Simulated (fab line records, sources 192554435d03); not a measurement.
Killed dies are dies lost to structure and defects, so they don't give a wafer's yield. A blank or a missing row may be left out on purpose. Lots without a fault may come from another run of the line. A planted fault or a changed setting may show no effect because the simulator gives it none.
Problem report in the 8D (eight disciplines) form, filled by code | flow n5_finfet | the parts of the form that need people (team, actions taken, sign-off) are left out

1. THE PROBLEM
M8_ILD_THK at N5_BEOL_M8_THK_MEAS_01 reads a mean of 171.1 nm on 6 wafers of 2 lots; wafers without a fault read 155.1 nm with a standard deviation of 2.2. That is +7.3 standard deviations from the usual mean.
First seen on wafer L622.2, day 14 01:58, on film_metro-01. The record holds 30 wafers of 10 lots with a number at this step. Rule for "out", or "out of limits": more than 4 standard deviations from the usual mean. The other wafers with a number count as sound.

2. WHAT IT IS AND WHAT IT IS NOT
question                    | is                     | is not
which readings at this step | M8_ILD_THK             | -
which lots                  | L622, L623             | L602, L605, L606, L607, L609, L612, L613, L624
which wafers of those lots  | all that have a number | -
read on which gauges        | film_metro-01          | film_metro-02
when                        | from day 14 01:58      | up to then (21 sound wafers); but 3 sound wafers of L624 came after

3. SUSPECTS, AND WHAT RULES EACH OUT
Counting: a tool at a process step up to the reading stays a suspect if it ran every lot that is out and no sound lot after the first of them.
- the gauge at N5_BEOL_M8_THK_MEAS_01: ruled out. All the wafers that are out were read on film_metro-01, but those of them that N5_BEOL_M8_ILD_DEP_00 has rows for are out there too, on other tools.
- uv_cure-03 at N5_BEOL_M7_CURE_75 (cures SiCOH lowk, time 120 s): kept. It ran every lot that is out, first L622 (day 13 22:59), and no sound lot after that; its last sound lot up to then is L613 (day 11 23:07).
- pecvd-04 at N5_BEOL_M8_ILD_DEP_00 (deposits SiCOH lowk from DEMS/porogen, target thk 179.75 nm, time 33.4 s): kept. It ran every lot that is out, first L622 (day 14 01:24), and no sound lot after that; its last sound lot up to then is L612 (day 11 17:43). Its own readings are out on those wafers: susceptor_temp_C.
Left after counting: uv_cure-03 at N5_BEOL_M7_CURE_75, pecvd-04 at N5_BEOL_M8_ILD_DEP_00.

4. THE CAUSE (what the simulator had put in)
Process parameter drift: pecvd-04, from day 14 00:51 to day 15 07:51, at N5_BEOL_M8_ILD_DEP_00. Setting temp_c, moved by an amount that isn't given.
Counting left 2 suspects, and this tool is among them.

5. THE CHAIN OF EFFECTS, in route order
Each row: a reading whose mean over the struck wafers that have a number lies more than 3 standard deviations from the usual. Only readings for which the record gives a usual standard deviation are gone through. hours: the time from each lot's start at the first step in this table that gives one to its start at this step, as a median over the lots. sigmas: the change in usual standard deviations.
hours | step                   | reading          | usual    | on struck wafers | change | sigmas
0     | N5_BEOL_M8_ILD_DEP_00  | susceptor_temp_C | 299.99 C | 281.37           | -18.62 | -98
1     | N5_BEOL_M8_THK_MEAS_01 | M8_ILD_THK       | 155.1 nm | 171.1            | +16.0  | +7.3
The process steps in it:
- N5_BEOL_M8_ILD_DEP_00: deposits SiCOH lowk from DEMS/porogen, target thk 179.75 nm, time 33.4 s.

6. WHAT WOULD HAVE CAUGHT IT SOONER
In this record the first reading out of limits at a measuring or inspecting step was taken at day 14 01:58, 1 hour after the fault began at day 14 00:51.
The tool's own readings at N5_BEOL_M8_ILD_DEP_00 were out on every struck wafer that the step has a row for (susceptor_temp_C): an alarm limit on them would have fired on the first of those.
Of the lots that are out (2), L623 began N5_BEOL_M8_ILD_DEP_00 on pecvd-04 after day 14 01:58. A hold on the tool at that time would have spared it.
